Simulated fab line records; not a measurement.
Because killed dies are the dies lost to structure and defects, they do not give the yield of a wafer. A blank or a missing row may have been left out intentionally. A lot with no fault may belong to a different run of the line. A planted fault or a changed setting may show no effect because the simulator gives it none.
Which of the tools did it? | flow n5_finfet | 72 wafers from 24 lots sampled at 6 of the route's 1938 steps

## WHAT THE GAUGES SHOWED, per wafer
N5_BEOL_M10_INSPECT_58: inspects for defects (darkfield).
lot  | measured     | on                | raw_defect_count
L074 | day 11 22:18 | defect_inspect-02 | 39 41 30
L076 | day 12 01:02 | defect_inspect-02 | 45 53 71
L075 | day 12 01:41 | defect_inspect-01 | 80 54 76
L079 | day 12 02:46 | defect_inspect-01 | 62 71 69
L082 | day 12 08:53 | defect_inspect-02 | 58 76 77
L077 | day 12 11:48 | defect_inspect-01 | 81 59 71
L081 | day 12 11:55 | defect_inspect-01 | 72 98 78
L080 | day 12 13:18 | defect_inspect-01 | 70 55 55
L078 | day 13 14:07 | defect_inspect-01 | 51 62 70
L084 | day 13 23:19 | defect_inspect-01 | 109 107 140
L086 | day 14 00:41 | defect_inspect-02 | 51 40 65
L083 | day 14 00:58 | defect_inspect-01 | 57 106 58
L085 | day 14 01:15 | defect_inspect-01 | 127 69 81
L089 | day 14 22:14 | defect_inspect-02 | 84 41 91
L088 | day 14 22:17 | defect_inspect-02 | 68 94 46
L087 | day 15 00:17 | defect_inspect-02 | 42 76 40
L090 | day 15 03:53 | defect_inspect-02 | 96 78 81
L091 | day 15 15:20 | defect_inspect-01 | 89 103 83
L092 | day 15 16:35 | defect_inspect-01 | 104 80 83
L093 | day 15 23:57 | defect_inspect-02 | 40 67 81
L094 | day 16 01:53 | defect_inspect-02 | 79 83 55
L095 | day 16 09:59 | defect_inspect-01 | 79 85 61
L096 | day 17 00:55 | defect_inspect-01 | 94 116 76
L097 | day 17 00:59 | defect_inspect-01 | 83 59 56

N5_BEOL_M12_INSPECT_30: inspects for defects (macro).
lot  | measured     | on                | raw_defect_count
L074 | day 12 09:05 | defect_inspect-01 | 2 1 2
L076 | day 12 13:02 | defect_inspect-01 | 3 0 2
L075 | day 12 10:13 | defect_inspect-01 | 1 0 1
L079 | day 12 13:19 | defect_inspect-01 | 0 3 1
L082 | day 12 19:41 | defect_inspect-02 | 1 2 0
L077 | day 12 20:52 | defect_inspect-02 | 1 2 2
L081 | day 12 20:34 | defect_inspect-01 | 1 3 0
L080 | day 12 23:20 | defect_inspect-01 | 6 3 5
L078 | day 14 01:01 | defect_inspect-01 | 0 4 4
L084 | day 14 08:28 | defect_inspect-02 | 2 1 1
L086 | day 14 09:53 | defect_inspect-01 | 1 3 3
L083 | day 14 09:20 | defect_inspect-01 | 1 1 0
L085 | day 14 10:32 | defect_inspect-02 | 4 1 2
L089 | day 15 09:07 | defect_inspect-01 | 1 1 1
L088 | day 15 09:42 | defect_inspect-01 | 2 4 1
L087 | day 15 10:23 | defect_inspect-02 | 2 4 0
L090 | day 15 17:10 | defect_inspect-01 | 0 2 0
L091 | day 16 03:14 | defect_inspect-02 | 1 1 0
L092 | day 16 05:02 | defect_inspect-02 | 1 2 1
L093 | day 16 10:11 | defect_inspect-01 | 1 5 4
L094 | day 16 09:51 | defect_inspect-02 | 0 3 2
L095 | day 17 00:11 | defect_inspect-02 | 1 2 5
L096 | day 17 09:52 | defect_inspect-01 | 0 3 1
L097 | day 17 10:29 | defect_inspect-01 | 3 1 3

## WHICH TOOL RAN EACH LOT (tool, then ch and the chambers of the sampled wafers, then the start)
lot  | N5_BEOL_M11_PECVD_70            | N5_BEOL_M11_HM_DEP_02        | N5_BEOL_M11_ETCH_66                | N5_BEOL_M11_PRE_CLEAN_45
L074 | pecvd-02 ch 0,2, day 11 23:01   | pvd_sputter-01, day 12 00:35 | rie_diel-04 ch 2,3, day 12 02:58   | pvd_sputter-01, day 12 04:17
L076 | pecvd-01 ch 0,2, day 12 02:29   | pvd_sputter-03, day 12 03:41 | rie_diel-04 ch 1,2,3, day 12 06:19 | pvd_sputter-01, day 12 07:38
L075 | pecvd-01 ch 0,1, day 12 02:21   | pvd_sputter-01, day 12 03:31 | rie_diel-04 ch 0,1, day 12 05:16   | pvd_sputter-02, day 12 07:04
L079 | pecvd-01 ch 0,1,2, day 12 03:55 | pvd_sputter-01, day 12 04:08 | rie_diel-02 ch 0,1,2, day 12 06:24 | pvd_sputter-03, day 12 08:04
L082 | pecvd-01 ch 1,2, day 12 09:34   | pvd_sputter-03, day 12 10:58 | rie_diel-02 ch 0,1,2, day 12 14:08 | pvd_sputter-02, day 12 15:32
L077 | pecvd-02 ch 1,2, day 12 12:57   | pvd_sputter-01, day 12 13:01 | rie_diel-05 ch 1,2,3, day 12 15:26 | pvd_sputter-01, day 12 17:47
L081 | pecvd-04 ch 0,1,2, day 12 12:35 | pvd_sputter-02, day 12 12:44 | rie_diel-05 ch 0,1,3, day 12 14:59 | pvd_sputter-03, day 12 16:38
L080 | pecvd-04 ch 0,1, day 12 13:58   | pvd_sputter-01, day 12 15:03 | rie_diel-04 ch 0,1,3, day 12 17:42 | pvd_sputter-01, day 12 19:01
L078 | pecvd-04 ch 0,2, day 13 15:45   | pvd_sputter-02, day 13 16:32 | rie_diel-02 ch 2,3, day 13 20:16   | pvd_sputter-03, day 13 21:47
L084 | pecvd-02 ch 0,1,2, day 14 00:01 | pvd_sputter-03, day 14 00:47 | rie_diel-05 ch 1,2, day 14 03:23   | pvd_sputter-02, day 14 04:39
L086 | pecvd-02 ch 0,2, day 14 01:23   | pvd_sputter-03, day 14 02:16 | rie_diel-04 ch 0,1, day 14 04:46   | pvd_sputter-02, day 14 06:13
L083 | pecvd-04 ch 0,1, day 14 01:39   | pvd_sputter-03, day 14 02:45 | rie_diel-05 ch 0,1, day 14 04:28   | pvd_sputter-02, day 14 05:37
L085 | pecvd-01 ch 0,1,2, day 14 01:55 | pvd_sputter-03, day 14 02:51 | rie_diel-05 ch 0,1, day 14 05:05   | pvd_sputter-02, day 14 06:17
L089 | pecvd-04 ch 0,1,2, day 14 22:55 | pvd_sputter-03, day 14 23:49 | rie_diel-02 ch 0,1,3, day 15 02:54 | pvd_sputter-03, day 15 03:56
L088 | pecvd-02 ch 0,1,2, day 14 22:58 | pvd_sputter-03, day 14 23:55 | rie_diel-04 ch 0,1,2, day 15 04:38 | pvd_sputter-03, day 15 06:40
L087 | pecvd-02 ch 0,1, day 15 01:04   | pvd_sputter-01, day 15 03:23 | rie_diel-04 ch 2,3, day 15 06:14   | pvd_sputter-02, day 15 07:15
L090 | pecvd-04 ch 0,1,2, day 15 04:34 | pvd_sputter-03, day 15 06:25 | rie_diel-05 ch 2,3, day 15 11:34   | pvd_sputter-02, day 15 13:41
L091 | pecvd-01 ch 0,1, day 15 16:05   | pvd_sputter-02, day 15 19:35 | rie_diel-04 ch 0,1, day 15 22:48   | pvd_sputter-03, day 15 23:50
L092 | pecvd-01 ch 0,1, day 15 17:14   | pvd_sputter-02, day 15 19:47 | rie_diel-02 ch 0,2,3, day 15 23:33 | pvd_sputter-01, day 16 00:35
L093 | pecvd-02 ch 1,2, day 16 00:37   | pvd_sputter-02, day 16 02:37 | rie_diel-05 ch 0,1,3, day 16 05:19 | pvd_sputter-02, day 16 06:24
L094 | pecvd-01 ch 0,2, day 16 02:45   | pvd_sputter-03, day 16 03:04 | rie_diel-04 ch 1,2,3, day 16 05:17 | pvd_sputter-03, day 16 06:19
L095 | pecvd-02 ch 0,1,2, day 16 10:40 | pvd_sputter-01, day 16 12:38 | rie_diel-05 ch 1,2,3, day 16 17:46 | pvd_sputter-03, day 16 18:47
L096 | pecvd-04 ch 1,2, day 17 02:04   | pvd_sputter-01, day 17 03:16 | rie_diel-04 ch 0,2,3, day 17 05:14 | pvd_sputter-02, day 17 06:29
L097 | pecvd-02 ch 0,1,2, day 17 01:56 | pvd_sputter-03, day 17 02:59 | rie_diel-02 ch 1,2,3, day 17 05:45 | pvd_sputter-02, day 17 06:49
- N5_BEOL_M11_PECVD_70: deposits SiO2 from TEOS/O2, target thk 20 nm, time 22.7 s.
- N5_BEOL_M11_HM_DEP_02: deposits TiN, target thk 20 nm.
- N5_BEOL_M11_ETCH_66: etches SOC in N2/H2, target depth 120 nm, overetch 24 nm, time 180 s.
- N5_BEOL_M11_PRE_CLEAN_45: time 30 s.

## WHAT THE TOOLS THEMSELVES READ (means of the sampled wafers that have a number; where no wafer has one, the mark that the record gives instead)
N5_BEOL_M11_PECVD_70.
lot  | tool     | heater_power_w (W) | showerhead_plenum_p_Torr (Torr) | throttle_valve_pct (%)
L074 | pecvd-02 | 664                | 8.83                            | 22.0
L076 | pecvd-01 | 652                | 8.67                            | 21.8
L075 | pecvd-01 | 660                | 8.72                            | 23.0
L079 | pecvd-01 | 629                | 8.69                            | 22.2
L082 | pecvd-01 | 583                | 8.70                            | 22.0
L077 | pecvd-02 | 688                | 8.81                            | 22.3
L081 | pecvd-04 | 779                | 8.79                            | 22.1
L080 | pecvd-04 | 802                | 8.74                            | 21.7
L078 | pecvd-04 | 795                | 8.86                            | 22.5
L084 | pecvd-02 | 703                | 8.80                            | 22.6
L086 | pecvd-02 | 681                | 8.83                            | 22.1
L083 | pecvd-04 | 863                | 8.75                            | 22.0
L085 | pecvd-01 | 643                | 8.70                            | 22.3
L089 | pecvd-04 | 823                | 8.79                            | 22.0
L088 | pecvd-02 | 707                | 8.81                            | 22.5
L087 | pecvd-02 | 698                | 8.78                            | 22.4
L090 | pecvd-04 | 826                | 8.78                            | 22.0
L091 | pecvd-01 | 651                | 8.71                            | 23.0
L092 | pecvd-01 | 665                | 8.68                            | 22.8
L093 | pecvd-02 | 658                | 8.81                            | 22.6
L094 | pecvd-01 | 589                | 8.69                            | 21.7
L095 | pecvd-02 | 653                | 8.79                            | 22.6
L096 | pecvd-04 | 735                | 8.77                            | 21.9
L097 | pecvd-02 | 725                | 8.81                            | 22.5

N5_BEOL_M11_HM_DEP_02.
lot  | tool           | throttle_valve_pct (%)
L074 | pvd_sputter-01 | 30.5
L076 | pvd_sputter-03 | 31.6
L075 | pvd_sputter-01 | 29.5
L079 | pvd_sputter-01 | 29.3
L082 | pvd_sputter-03 | 32.4
L077 | pvd_sputter-01 | 30.7
L081 | pvd_sputter-02 | 30.5
L080 | pvd_sputter-01 | 30.5
L078 | pvd_sputter-02 | 30.3
L084 | pvd_sputter-03 | 29.7
L086 | pvd_sputter-03 | 31.1
L083 | pvd_sputter-03 | 29.6
L085 | pvd_sputter-03 | 31.1
L089 | pvd_sputter-03 | 28.9
L088 | pvd_sputter-03 | 29.0
L087 | pvd_sputter-01 | 30.5
L090 | pvd_sputter-03 | 31.0
L091 | pvd_sputter-02 | 30.5
L092 | pvd_sputter-02 | 30.5
L093 | pvd_sputter-02 | 30.5
L094 | pvd_sputter-03 | 30.9
L095 | pvd_sputter-01 | 30.5
L096 | pvd_sputter-01 | 30.5
L097 | pvd_sputter-03 | 29.0

N5_BEOL_M11_ETCH_66.
lot  | tool        | drypump_motor_current_A (A) | h2_flow_sccm (sccm) | oes_product_au (a.u.) | rf_vpp_V (V) | showerhead_plenum_p_Torr (Torr) | throttle_valve_pct (%)
L074 | rie_diel-04 | 5.7                         | 200.6               | 0.69                  | 520.7        | 2.47                            | 17.77
L076 | rie_diel-04 | 5.7                         | 201.0               | 0.62                  | 524.3        | 2.52                            | 17.88
L075 | rie_diel-04 | 5.8                         | 199.7               | 0.57                  | 525.4        | 2.60                            | 17.96
L079 | rie_diel-02 | 5.6                         | 199.9               | 0.70                  | 522.9        | 2.55                            | 17.65
L082 | rie_diel-02 | 5.6                         | 200.4               | 0.69                  | 523.8        | 2.55                            | 17.66
L077 | rie_diel-05 | 5.8                         | 200.0               | 0.66                  | 525.6        | 2.61                            | 17.69
L081 | rie_diel-05 | 5.6                         | 200.3               | 0.66                  | 525.2        | 2.60                            | 17.75
L080 | rie_diel-04 | 5.7                         | 199.8               | 0.57                  | 522.9        | 2.52                            | 18.07
L078 | rie_diel-02 | 5.6                         | 200.3               | 0.72                  | 523.6        | 2.52                            | 17.76
L084 | rie_diel-05 | 5.6                         | 200.6               | 0.60                  | 524.0        | 2.53                            | 17.61
L086 | rie_diel-04 | 5.8                         | 200.5               | 0.57                  | 524.1        | 2.55                            | 18.07
L083 | rie_diel-05 | 5.2                         | 199.9               | 0.63                  | 524.8        | 2.55                            | 17.65
L085 | rie_diel-05 | 5.3                         | 200.3               | 0.60                  | 522.7        | 2.52                            | 17.68
L089 | rie_diel-02 | 5.5                         | 200.5               | 0.65                  | 521.7        | 2.50                            | 17.77
L088 | rie_diel-04 | 5.8                         | 200.0               | 0.61                  | 523.7        | 2.54                            | 17.89
L087 | rie_diel-04 | 5.7                         | 199.9               | 0.72                  | 524.5        | 2.57                            | 17.69
L090 | rie_diel-05 | 6.0                         | 200.1               | 0.62                  | 524.8        | 2.58                            | 17.72
L091 | rie_diel-04 | 5.8                         | 200.0               | 0.56                  | 524.2        | 2.54                            | 18.07
L092 | rie_diel-02 | 5.5                         | 200.2               | 0.65                  | 521.9        | 2.49                            | 17.86
L093 | rie_diel-05 | 5.6                         | 199.9               | 0.63                  | 524.9        | 2.59                            | 17.78
L094 | rie_diel-04 | 5.7                         | 199.9               | 0.66                  | 524.9        | 2.62                            | 17.81
L095 | rie_diel-05 | 5.8                         | 200.1               | 0.64                  | 525.2        | 2.59                            | 17.74
L096 | rie_diel-04 | 5.7                         | 200.2               | 0.66                  | 524.0        | 2.56                            | 17.90
L097 | rie_diel-02 | 5.7                         | 199.8               | 0.68                  | 523.7        | 2.55                            | 17.68

N5_BEOL_M11_PRE_CLEAN_45.
lot  | tool           | heater_power_w (W)
L074 | pvd_sputter-01 | 360
L076 | pvd_sputter-01 | 280
L075 | pvd_sputter-02 | 328
L079 | pvd_sputter-03 | 348
L082 | pvd_sputter-02 | 336
L077 | pvd_sputter-01 | 298
L081 | pvd_sputter-03 | 373
L080 | pvd_sputter-01 | 297
L078 | pvd_sputter-03 | 340
L084 | pvd_sputter-02 | 332
L086 | pvd_sputter-02 | 312
L083 | pvd_sputter-02 | 340
L085 | pvd_sputter-02 | 330
L089 | pvd_sputter-03 | 358
L088 | pvd_sputter-03 | 350
L087 | pvd_sputter-02 | 320
L090 | pvd_sputter-02 | 321
L091 | pvd_sputter-03 | 349
L092 | pvd_sputter-01 | 298
L093 | pvd_sputter-02 | 324
L094 | pvd_sputter-03 | 368
L095 | pvd_sputter-03 | 358
L096 | pvd_sputter-02 | 321
L097 | pvd_sputter-02 | 318

## THE ANSWER, worked out from the rows above alone
Rule: what is usual is taken from the lots themselves. The widest of any qualifying gaps counts: lots, ordered by their means at a reading, are off when they make up no more than a third of the lots, leave a main group of 4 or more, and stand apart from it by 3 or more times the standard deviation of that group's means. Not used: any main group whose means are identical at the precision the tables above print for the reading. A lot without any number at a reading at which 4 lots or more have one is off too. All remaining lots with rows at the step are treated as sound. The gauges are gone through in route order, then the tools' own readings, and for those a lot's mean is taken as printed above. The first step at which some lot is off is used, and at that step the reading that is off furthest; a lot without a number counts as furthest.
Nothing can be told from this: no lot is off at any reading shown.

## WHAT HAD BEEN PUT IN BY THE SIMULATOR
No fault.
